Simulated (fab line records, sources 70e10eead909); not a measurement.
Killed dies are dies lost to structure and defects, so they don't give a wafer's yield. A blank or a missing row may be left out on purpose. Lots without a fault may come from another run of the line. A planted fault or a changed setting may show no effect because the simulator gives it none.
fab line records | flow nand_harc
record lots=5 wafers=15 last_day=33
route steps=1302 shown A_CHANNEL_HOLE_D1@486 A_CHANNEL_FILL_D1@490 A_DECK1_JOINT@518 END@1301
lots that met no fault: from a run of the same line without faults
start_h: hours from the record's first day to the start of the lot's first wafer shown | wait_h: hours since the lot's step before | " the same as in the row above | L1.1+2: a row that stands for several wafers | - no value, or no start given | * or withheld: withheld | < > ~ a bound
route shown NAME@n: a module of which the file shows steps, and the number in the route of the first | usual: mean/standard deviation of fault-free wafers | same: alike in all rows | chamber/n: place in a boat | sites: the reading at each site | _std_site: their standard deviation | _edge_site: outer sites' mean less inner sites' | radius_mm: how far each site lies from the wafer's centre | mask NAME#n: copy n | behind: the tool/chamber that last shaped the wafer | hold: why the lot was held/for how many hours/how that ended | device: the transistor (n, p or np) that didn't switch | end of line: the same wafers' tests at the end of the route | a step without rows: its recipe alone | killed: dies lost to structure and defects at the first sort, not the wafer's yield | map: a wafer's dies, x killed, . not, _ none there
set.NAME: the setting as run; set.NAME@STEP: as run at that earlier step | model.NAME: the simulator's own value behind a step, which no gauge read
lots at some steps of the route; a table a step, a row a wafer
services: from which hour (start_h, from the record's first day; less than 0 if before it) a tool's chamber was out of use, for how many hours, and why
## steps
# step NHARC_A_CHANNEL_HOLE_D1_SRD_29
# step NHARC_A_CHANNEL_HOLE_D1_CD_MEAS_30
# usual cd_nm=90.1/1.2
# columns lot.wafer tool chamber start_h wait_h cd_nm
L691.3 cd_sem-01 - 197.86 - 91.8
L691.4 " - " " 90.3
L691.6 " - " " 92.0
L692.1 cd_sem-03 - 197.97 - 88.0
L692.3 " - " " 90.1
L692.4 " - " " 90.3
L707.2 cd_sem-02 - 368.03 - 91.0
L707.3 " - " " 91.2
L707.6 " - " " 90.6
L709.2 cd_sem-03 - 386.55 - 91.5
L709.3 " - " " 90.0
L709.6 " - " " 91.0
L713.3 cd_sem-03 - 415.38 - 90.1
L713.4 " - " " 90.6
L713.5 " - " " 90.7
# step NHARC_A_CHANNEL_HOLE_D1_XSEM_31
# recipe landing_energy_ev=35000
# step NHARC_A_CHANNEL_HOLE_D1_INSPECT_40
# usual raw_defect_count=64/25
# columns lot.wafer tool chamber start_h wait_h raw_defect_count
L691.3 defect_inspect-01 - 198.04 - 97
L691.4 " - " " 78
L691.6 " - " " 95
L692.1 defect_inspect-01 - 198.16 - 25
L692.3 " - " " 27
L692.4 " - " " 26
L707.2 defect_inspect-02 - 368.22 - 90
L707.3 " - " " 94
L707.6 " - " " 124
L709.2 defect_inspect-02 - 386.74 - 51
L709.3 " - " " 78
L709.6 " - " " 75
L713.3 defect_inspect-02 - 415.57 - 65
L713.4 " - " " 72
L713.5 " - " " 57
# step NHARC_A_CHANNEL_FILL_D1_PRECLEAN_00
# recipe time_s=* temp_c=50 bath_age_min=0 chemistry=SC1
# step NHARC_A_CHANNEL_FILL_D1_SRD_01
# step NHARC_A_CHANNEL_FILL_D1_ALD_02
# recipe target_thk_a=60 pulse_time_s=10 ald_cycles=60 temp_c=300 material=SiO2
# usual heater_power_w=474/30 precursor_pulse_height_rel=0.998/0.019
# columns lot.wafer tool chamber start_h wait_h heater_power_w precursor_pulse_height_rel
L691.4 ald_hk-02 2 198.31 - 457 0.985
L691.3 " 1 " " 470 0.995
L691.6 " 2 " " 455 1.019
L692.1 ald_hk-02 2 198.74 - 450 1.004
L692.3 " 3 " " 481 1.026
L692.4 " 1 " " 482 0.997
L707.2 ald_hk-02 0 368.41 - 501 0.996
L707.3 " 2 " " 484 1.004
L707.6 " 0 " " 486 0.991
L709.3 ald_hk-03 1 386.93 - 433 1.045
L709.2 " 2 " " 429 1.010
L709.6 " 1 " " 431 1.006
L713.3 ald_hk-03 2 415.83 - 417 0.978
L713.4 " 0 " " 476 0.977
L713.5 " 2 " " 421 1.017
# step NHARC_A_CHANNEL_FILL_D1_ALD_03
# recipe target_thk_a=60 pulse_time_s=60 ald_cycles=58 temp_c=630 pressure_torr=2 material=SiNx
# step NHARC_A_CHANNEL_FILL_D1_ALD_14
# recipe target_thk_a=25 pulse_time_s=10 ald_cycles=25 temp_c=300 material=SiO2
# usual heater_power_w=488/32 precursor_pulse_height_rel=0.998/0.018
# columns lot.wafer tool chamber start_h wait_h heater_power_w precursor_pulse_height_rel
L692.1 ald_hk-02 3 205.27 0.0 461 0.989
L692.3 " 0 " " 497 0.999
L692.4 " 2 " " 455 1.007
L691.4 ald_hk-01 3 205.31 0.1 535 0.993
L691.3 " 1 " " 535 1.006
L691.6 " 3 " " 529 0.985
L707.3 ald_hk-02 0 375.41 0.1 501 0.999
L707.2 " 1 " " 475 0.981
L707.6 " 3 " " 448 0.984
L709.2 ald_hk-01 1 393.99 0.0 535 0.980
L709.3 " 2 " " 485 0.999
L709.6 " 2 " " 482 0.998
L713.4 ald_hk-01 2 424.02 1.4 486 0.976
L713.3 " 3 " " 531 1.028
L713.5 " 3 " " 533 1.018
# step NHARC_A_CHANNEL_FILL_D1_ALD_15
# recipe target_thk_a=20 pulse_time_s=60 ald_cycles=19 temp_c=630 pressure_torr=2 material=SiNx
# step NHARC_A_CHANNEL_FILL_D1_ALD_16
# recipe target_thk_a=15 pulse_time_s=10 ald_cycles=15 temp_c=300 material=SiO2
# step NHARC_A_CHANNEL_FILL_D1_ANNEAL_17
# recipe temp_c=850 time_s=1800
# step NHARC_A_CHANNEL_FILL_D1_CVD_18
# recipe target_thk_a=30 temp_c=550 material=poly-Si
# usual spike_tc_bottom_C=573.3/1.3 spike_tc_centre_C=550.4/1.2 spike_tc_upper_C=550.0/1.1
# columns lot.wafer tool chamber start_h wait_h spike_tc_bottom_C spike_tc_centre_C spike_tc_upper_C
L691.3 lpcvd_poly-01 0 220.29 - 572.6 551.6 549.2
L691.4 " 0 " " 573.3 550.8 551.2
L691.6 " 0 " " 576.1 552.0 551.1
L692.1 lpcvd_poly-01 0 220.29 - 575.6 551.8 549.1
L692.3 " 0 " " 573.8 551.2 550.9
L692.4 " 0 " " 574.9 550.2 549.9
L707.2 lpcvd_poly-01 0 390.71 - 575.0 551.4 548.2
L707.3 " 0 " " 573.7 551.0 550.4
L707.6 " 0 " " 573.1 551.5 550.5
L709.2 lpcvd_poly-02 0 407.42 - 573.2 548.3 549.7
L709.3 " 0 " " 571.2 548.4 549.0
L709.6 " 0 " " 571.8 548.3 550.1
L713.3 lpcvd_poly-02 0 439.08 - 572.7 549.1 548.7
L713.4 " 0 " " 572.8 548.0 550.7
L713.5 " 0 " " 572.7 546.7 548.5
# step NHARC_A_CHANNEL_FILL_D1_ETCHBACK_19
# recipe target_depth_a=50 time_s=1.7 hbr_flow_sccm=150 cl2_flow_sccm=50 rf_w=400 icp_w=400 bias_w=100 chemistry=HBr/Cl2
# usual drypump_motor_current_A=5.7/0.47 hbr_flow_sccm=150.0/0.48 oes_product_au=1.000/0.0089 throttle_valve_pct=26.406/0.0092
# columns lot.wafer tool chamber start_h wait_h drypump_motor_current_A hbr_flow_sccm oes_product_au rf_hours_counter_h throttle_valve_pct
L692.3 rie_si-04 3 222.36 0.4 5.0 150.9 1.003 0.4 26.404
L692.1 " 1 " " 5.9 149.8 0.978 0.2 26.399
L692.4 " 2 " " 5.1 149.7 1.006 0.3 26.411
L691.4 rie_si-02 1 222.37 0.4 5.8 149.9 1.001 0.7 26.413
L691.3 " 2 " " 5.1 150.4 0.997 0.8 26.411
L691.6 " 1 " " 5.8 150.2 0.992 - 26.402
L707.2 rie_si-04 0 392.81 0.4 6.2 150.3 0.999 0.2 26.414
L707.3 " 3 " " 5.1 150.0 1.005 0.2 26.423
L707.6 " 0 " " 6.2 149.9 1.004 - 26.414
L709.3 rie_si-02 2 409.47 0.4 5.1 150.2 0.995 0.9 26.405
L709.2 " 0 " " 4.8 149.8 0.978 0.7 26.402
L709.6 " 3 " " 5.7 149.7 1.004 - 26.418
L713.4 rie_si-02 1 441.16 0.4 5.8 149.6 1.005 0.9 26.414
L713.3 " 3 " " 5.7 149.1 0.998 1.0 26.399
L713.5 " 0 " " 4.8 149.5 0.996 - 26.395
# step NHARC_A_CHANNEL_FILL_D1_ETCHBACK_20
# recipe target_depth_a=270 time_s=13.5 c4f8_flow_sccm=withheld o2_flow_sccm=8 ar_flow_sccm=withheld rf_w=600 bias_w=1500 chemistry=C4F8/O2/Ar
# step NHARC_A_CHANNEL_FILL_D1_STRIP_28
# recipe time_s=20 o2_flow_sccm=500 ar_flow_sccm=0 bias_w=0 chemistry=O2
# step NHARC_A_CHANNEL_FILL_D1_PRECLEAN_21
# recipe time_s=30 chemistry=dHF
# step NHARC_A_CHANNEL_FILL_D1_SRD_23
# step NHARC_A_CHANNEL_FILL_D1_CVD_05
# recipe target_thk_a=50 temp_c=550 material=poly-Si
# step NHARC_A_CHANNEL_FILL_D1_ANNEAL_22
# recipe temp_c=620 time_s=7200
# step NHARC_A_CHANNEL_FILL_D1_ALD_25
# recipe target_thk_a=600 pulse_time_s=10 ald_cycles=600 temp_c=300 material=SiOx
# usual heater_power_w=476/33 precursor_pulse_height_rel=0.999/0.02
# columns lot.wafer tool chamber start_h wait_h heater_power_w precursor_pulse_height_rel
L692.3 ald_hk-02 0 235.37 0.0 482 1.009
L692.1 " 1 " " 474 1.009
L692.4 " 3 237.27 1.9 486 0.977
L691.3 ald_hk-01 2 235.99 0.7 471 1.007
L691.4 " 0 237.22 1.9 440 1.033
L691.6 " 2 238.45 3.1 465 0.973
L707.2 ald_hk-03 3 406.66 0.1 499 0.979
L707.3 " 0 " " 472 1.000
L707.6 " 3 409.07 2.5 488 1.024
L709.3 ald_hk-03 1 421.73 0.0 448 0.992
L709.2 " 2 " " 410 0.998
L709.6 " 2 424.81 3.1 414 1.007
L713.3 ald_hk-03 2 454.69 0.7 425 1.009
L713.4 " 0 455.92 1.9 482 1.033
L713.5 " 2 457.16 3.1 412 1.009
# step NHARC_A_CHANNEL_FILL_D1_ETCHBACK_08
# recipe target_depth_a=2200 time_s=110 c4f8_flow_sccm=20 ar_flow_sccm=withheld rf_w=600 bias_w=300 chemistry=C4F8
# usual oes_product_au=0.96/0.038 rf_vpp_V=440.6/2.5
# columns lot.wafer tool chamber start_h wait_h oes_product_au rf_hours_counter_h rf_vpp_V
L691.3 rie_diel-03 0 - - 0.91 5.8 443.7
L691.4 " 2 " " 0.92 8.6 441.3
L691.6 " 0 " " 0.91 - 445.3
L692.1 rie_diel-11 1 - - 0.92 6.5 443.8
L692.4 " 2 " " 0.93 6.7 440.8
L692.3 " 3 " " 0.91 6.1 437.0
L707.3 rie_diel-09 1 - - 1.00 4.3 438.3
L707.2 " 3 " " 1.00 4.4 443.0
L707.6 " 3 " " 1.01 - 443.1
L709.3 rie_diel-11 0 - - 1.00 7.3 439.4
L709.2 " 2 " " 0.99 8.1 439.2
L709.6 " 0 " " 0.99 - 441.6
L713.3 rie_diel-09 3 - - 1.00 9.1 443.4
L713.4 " 1 " " 1.01 8.6 435.8
L713.5 " 3 " " 1.00 - 442.4
# step NHARC_A_CHANNEL_FILL_D1_STRIP_29
# recipe time_s=20 o2_flow_sccm=500 ar_flow_sccm=0 bias_w=0 chemistry=O2
# step NHARC_A_CHANNEL_FILL_D1_PRECLEAN_30
# recipe time_s=30 chemistry=dHF
# step NHARC_A_CHANNEL_FILL_D1_SRD_31
# step NHARC_A_CHANNEL_FILL_D1_CVD_09
# recipe target_thk_a=1500 temp_c=620 pressure_mtorr=200 time_s=3000 material=poly-Si
# step NHARC_A_CHANNEL_FILL_D1_CMP_10
# recipe target_thk_nm=150
# step NHARC_A_CHANNEL_FILL_D1_SRD_12
# step NHARC_A_CHANNEL_FILL_D1_INSPECT_13
# usual raw_defect_count=296/130
# columns lot.wafer tool chamber start_h wait_h raw_defect_count
L692.1 defect_inspect-01 - 247.27 0.0 252
L692.3 " - " " 155
L692.4 " - " " 240
L691.3 defect_inspect-02 - 247.27 0.0 323
L691.4 " - " " 279
L691.6 " - " " 277
L707.2 defect_inspect-01 - 418.28 0.0 246
L707.3 " - " " 414
L707.6 " - " " 193
L709.2 defect_inspect-02 - 433.50 0.0 212
L709.3 " - " " 206
L709.6 " - " " 177
L713.3 defect_inspect-02 - 465.92 0.0 268
L713.4 " - " " 303
L713.5 " - " " 280
# step NHARC_A_DECK1_JOINT_ETCHBACK_07
# recipe target_depth_a=1050 time_s=26.9 hbr_flow_sccm=150 rf_w=350 icp_w=350 bias_w=60 chemistry=HBr
# step NHARC_A_DECK1_JOINT_ETCH_25
# recipe target_depth_a=5 chemistry=dHF material=SiO2
# step NHARC_A_DECK1_JOINT_ETCH_19
# recipe temp_c=25 target_depth_a=30 chemistry=TMAH material=poly-Si
# step NHARC_A_DECK1_JOINT_ETCH_18
# recipe target_depth_a=30 chemistry=dHF material=SiO2
# step NHARC_A_DECK1_JOINT_WET_08
# recipe temp_c=160 time_s=86 chemistry=H3PO4
# step NHARC_A_DECK1_JOINT_ETCH_09
# recipe target_depth_a=50 chemistry=dHF material=SiO2
# step NHARC_A_DECK1_JOINT_WET_10
# recipe temp_c=160 time_s=86 chemistry=H3PO4
# step NHARC_A_DECK1_JOINT_ETCH_11
# recipe target_depth_a=350 chemistry=dHF material=SiO2
# step NHARC_A_DECK1_JOINT_CVD_12
# recipe target_thk_a=900 temp_c=620 pressure_mtorr=200 time_s=1800 material=poly-Si
# step NHARC_A_DECK1_JOINT_CMP_13
# recipe target_thk_nm=51.023
# step NHARC_END_WLT_00
# usual VT_DECK1_BOTTOM=0.872/0.008 VT_DECK1_BOTTOM_INNER=0.872/0.0084 VT_DECK1_MEDIAN_NEAR_BOTTOM=0.873/0.0081 VT_DECK1_MEDIAN_NEAR_BOTTOM_INNER=0.874/0.0081 VT_DECK1_MIDDLE=0.885/0.0082 VT_DECK1_MIDDLE_INNER=0.885/0.008 VT_DECK1_TOP=0.896/0.0079 VT_DECK1_TOP_INNER=0.897/0.0081 VT_DECK2_BOTTOM=0.873/0.0071 VT_DECK2_BOTTOM_INNER=0.873/0.0079 VT_DECK2_MEDIAN_NEAR_BOTTOM=0.874/0.0077 VT_DECK2_MEDIAN_NEAR_BOTTOM_INNER=0.874/0.0081 VT_DECK2_MIDDLE=0.886/0.008 VT_DECK2_MIDDLE_INNER=0.886/0.0068 VT_DECK2_TOP=0.898/0.008 VT_DECK2_TOP_INNER=0.898/0.0077
# columns lot.wafer tool chamber start_h wait_h VT_DECK1_BOTTOM VT_DECK1_BOTTOM_INNER VT_DECK1_MEDIAN_NEAR_BOTTOM VT_DECK1_MEDIAN_NEAR_BOTTOM_INNER VT_DECK1_MIDDLE VT_DECK1_MIDDLE_INNER VT_DECK1_TOP VT_DECK1_TOP_INNER VT_DECK2_BOTTOM VT_DECK2_BOTTOM_INNER VT_DECK2_MEDIAN_NEAR_BOTTOM VT_DECK2_MEDIAN_NEAR_BOTTOM_INNER VT_DECK2_MIDDLE VT_DECK2_MIDDLE_INNER VT_DECK2_TOP VT_DECK2_TOP_INNER
L692.1 prober-01 - 572.41 0.0 0.863 0.858 0.868 0.860 0.881 0.888 0.898 0.893 0.856 0.857 0.861 0.863 0.874 0.880 0.891 0.884
L692.3 " - 573.44 1.1 0.872 0.870 0.867 0.866 0.883 0.877 0.897 0.901 0.868 0.867 0.870 0.872 0.883 0.881 0.894 0.893
L692.4 " - " " 0.866 0.870 0.877 0.868 0.891 0.881 0.894 0.896 0.859 0.865 0.866 0.873 0.872 0.877 0.885 0.892
L691.3 prober-02 - 573.42 1.1 0.872 0.880 0.883 0.877 0.881 0.891 0.896 0.904 0.871 0.859 0.876 0.867 0.885 0.881 0.889 0.898
L691.4 " - " " 0.875 0.875 0.878 0.867 0.880 0.889 0.900 0.897 0.864 0.873 0.865 0.869 0.881 0.877 0.895 0.896
L691.6 " - 574.93 2.6 0.879 0.878 0.883 0.874 0.897 0.878 0.896 0.907 0.871 0.877 0.878 0.879 0.884 0.883 0.896 0.901
L707.2 prober-01 - 754.61 0.6 0.948 0.948 0.954 0.952 0.959 0.960 0.980 0.975 0.867 0.874 0.871 0.874 0.888 0.885 0.898 0.893
L707.3 " - " " 0.950 0.959 0.949 0.945 0.969 0.963 0.973 0.963 0.875 0.864 0.865 0.872 0.880 0.878 0.897 0.890
L707.6 " - 756.65 2.6 0.953 0.939 0.947 0.938 0.967 0.966 0.974 0.974 0.862 0.865 0.871 0.875 0.875 0.878 0.889 0.899
L709.2 prober-01 - 770.31 10.0 0.881 0.879 0.877 0.869 0.875 0.885 0.902 0.897 0.872 0.872 0.878 0.870 0.883 0.888 0.907 0.898
L709.3 " - " " 0.869 0.860 0.867 0.875 0.880 0.872 0.895 0.892 0.874 0.871 0.880 0.869 0.882 0.896 0.891 0.898
L709.6 " - 772.32 12.0 0.866 0.871 0.875 0.879 0.888 0.885 0.893 0.892 0.868 0.881 0.881 0.875 0.883 0.894 0.901 0.901
L713.3 prober-02 - 791.52 1.1 0.876 0.872 0.877 0.878 0.885 0.889 0.895 0.898 0.876 0.868 0.876 0.867 0.881 0.888 0.901 0.901
L713.4 " - " " 0.878 0.872 0.872 0.885 0.892 0.890 0.896 0.903 0.871 0.876 0.884 0.864 0.889 0.890 0.897 0.907
L713.5 " - " " 0.884 0.875 0.877 0.879 0.885 0.879 0.900 0.896 0.878 0.877 0.867 0.877 0.889 0.885 0.903 0.895
## services
# columns tool chamber start_h hours kind
lpcvd_poly-02 - 206.81 26.0 pm
ald_hk-03 - 212.00 10.0 pm
ald_hk-02 - 241.94 0.3 repair
rie_diel-11 - 257.47 9.0 pm
rie_si-02 - 277.00 9.0 pm
ald_hk-02 - 292.46 0.7 repair
ald_hk-01 - 302.94 10.0 pm
lpcvd_poly-02 - 304.23 2.8 repair
rie_diel-11 1 305.50 6.5 repair
rie_diel-09 - 320.10 9.0 pm
rie_diel-11 1 323.53 1.5 repair
rie_si-04 - 342.00 9.0 pm
ald_hk-02 - 348.00 10.0 pm
ald_hk-03 - 352.34 0.8 repair
rie_si-04 1 368.34 7.6 repair
ald_hk-02 - 378.65 1.0 repair
ald_hk-03 - 390.00 10.0 pm
rie_diel-11 0 391.62 6.0 repair
rie_si-04 3 397.49 7.1 repair
rie_diel-11 2 399.21 4.4 repair
rie_diel-09 0 410.24 2.1 repair
rie_diel-11 - 434.47 9.0 pm
ald_hk-01 - 443.82 2.5 repair
rie_si-02 - 454.00 9.0 pm
## key
first_sign step=NHARC_END_WLT_00 reading=VT_DECK1_TOP direction=up sigmas=10 usual=0.896 struck=0.976
effect step=NHARC_END_WLT_00 reading=VT_DECK1_BOTTOM direction=up sigmas=9.9 usual=0.872 struck=0.951
met_at NHARC_A_CHANNEL_FILL_D1_CVD_18
struck_wafers L707.2,L707.3,L707.6
sort_left_out L707.2,L707.3,L707.6
tester_left_out L707
onset_between 220.29 390.71
also_fits NHARC_A_CHANNEL_FILL_D1_ALD_02:ald_hk-02,NHARC_A_CHANNEL_FILL_D1_ALD_14:ald_hk-02,NHARC_A_CHANNEL_FILL_D1_ETCHBACK_19:rie_si-04
fault kind=process_parameter_drift tool=lpcvd_poly-01 chamber=- onset_h=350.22 steps=NHARC_A_CHANNEL_FILL_D1_CVD_18 channel=target_thk_a offset=* shape=step end_h=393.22 acts_in=* stated=*
# tester_left_out: of these lots the tester's yield and bins aren't shown, on N5 and GAA mostly nor the transistor test; their killed dies are dies lost to structure and defects alone, not to doping, threshold or leakage, so they don't give the yield
# sort_left_out: the simulated sort isn't trusted on such a fault, so these wafers' sort isn't shown, and their yield isn't known
